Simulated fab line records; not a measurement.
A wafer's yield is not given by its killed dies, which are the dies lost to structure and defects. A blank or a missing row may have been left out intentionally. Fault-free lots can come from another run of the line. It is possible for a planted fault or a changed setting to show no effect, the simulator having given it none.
A struck lot beside a sound one + flow nand-harc + 16 steps out of a route of 1302
Sound: the wafers L318.1, L318.3, L318.4. Struck: wafer L311.4 (left out: L311.3, a lot-mate that was not struck); the cause follows at the end.
Each step with rows lists, per side, the tool, then ch with its chambers, then its first start. Under that, the readings that differ: sound wafers + struck wafers + difference of the means + sigmas: that difference in standard deviations of wafers without a fault.
alike: readings whose means differ by less than 2 such deviations, and words and numbers that are the same on both sides. not compared: withheld readings, readings that some wafer has no value for, bounds like >300 that may hide the same value, and numbers for which the record gives no deviation and whose values overlap.
Wherever a step has rows on one side only, a row that says differs or no value, or a row with sigmas, the two part there. Numbers that have no deviation but don't overlap get no sigmas and don't part them. A reading missing from all wafers of one side parts the sides only when that side holds two or more wafers.

NHARC_A_DECK1_JOINT_INSPECT_05:
  struck on defect-inspect-01, day 17 05:08; sound on defect-inspect-02, day 19 15:08
  alike: raw-defect-count
then, 1 step without rows for these wafers: NHARC_A_ONON_D2_DEP_00 (target thk 1000 nm).
NHARC_A_ONON_D2_THK_MEAS_02: measures by ellipsometry.
  struck on film-metro-02, day 17 05:43; sound on film-metro-02, day 19 15:43
  alike: thk-nm
then, 1 step without rows for these wafers: NHARC_A_ONON_D2_DEP_03 (target thk 1000 nm).
NHARC_A_ONON_D2_THK_MEAS_05: measures by ellipsometry.
  struck on film-metro-02, day 17 06:17; sound on film-metro-02, day 19 16:17
  alike: thk-nm
then, 1 step without rows for these wafers: NHARC_A_ONON_D2_DEP_06 (target thk 1000 nm).
NHARC_A_ONON_D2_THK_MEAS_08: measures by ellipsometry.
  struck on film-metro-02, day 17 06:52; sound on film-metro-02, day 19 16:51
  alike: thk-nm
then, 1 step without rows for these wafers: NHARC_A_ONON_D2_DEP_09 (target thk 1000 nm).
NHARC_A_ONON_D2_THK_MEAS_11: measures by ellipsometry.
  struck on film-metro-02, day 17 07:25; sound on film-metro-02, day 19 17:25
| reading     | sound       | struck | difference | sigmas |
|-------------|-------------|--------|------------|--------|
| thk-nm (nm) | 993 993 992 | 1014   | +21        | +2     |
then, 1 step without rows for these wafers: NHARC_A_ONON_D2_DEP_12 (target thk 1000 nm).
NHARC_A_ONON_D2_THK_MEAS_14: measures by ellipsometry.
  struck on film-metro-02, day 17 07:59; sound on film-metro-02, day 19 17:59
  alike: thk-nm
then, 1 step without rows for these wafers: NHARC_A_ONON_D2_ANNEAL_15 (time 3600 s).
NHARC_A_ONON_D2_DEP_16: target thk 1000 nm.
  sound on pecvd-onon-03 ch 0, day 20 00:51; struck on pecvd-onon-03 ch 0, day 17 17:19
  alike: n2-flow-sccm
NHARC_A_ONON_D2_THK_MEAS_18: measures by ellipsometry.
  struck on film-metro-02, day 17 17:43; sound on film-metro-02, day 20 01:22
| reading     | sound       | struck | difference | sigmas      |
|-------------|-------------|--------|------------|-------------|
| thk-nm (nm) | 986 985 987 | 1897   | +911       | +99 or more |
then, 1 step without rows for these wafers: NHARC_A_ONON_D2_DEP_19 (target thk 1000 nm).
-- break in the record here, with 11 days between the starts of the struck wafers on either side (left off in module A_ONON_D2, picked up again in module END, where the first step shown is number 1302 on the route) --
NHARC_END_SORT_01:
  at this point the record logs the struck wafers (prober-01 ch 0, day 29 04:51) and has no rows for the sound ones

## WHERE THEY PART
At NHARC_A_ONON_D2_THK_MEAS_11 first; at NHARC_END_SORT_01 last (within this record only).

WHY: the cause the simulator had injected
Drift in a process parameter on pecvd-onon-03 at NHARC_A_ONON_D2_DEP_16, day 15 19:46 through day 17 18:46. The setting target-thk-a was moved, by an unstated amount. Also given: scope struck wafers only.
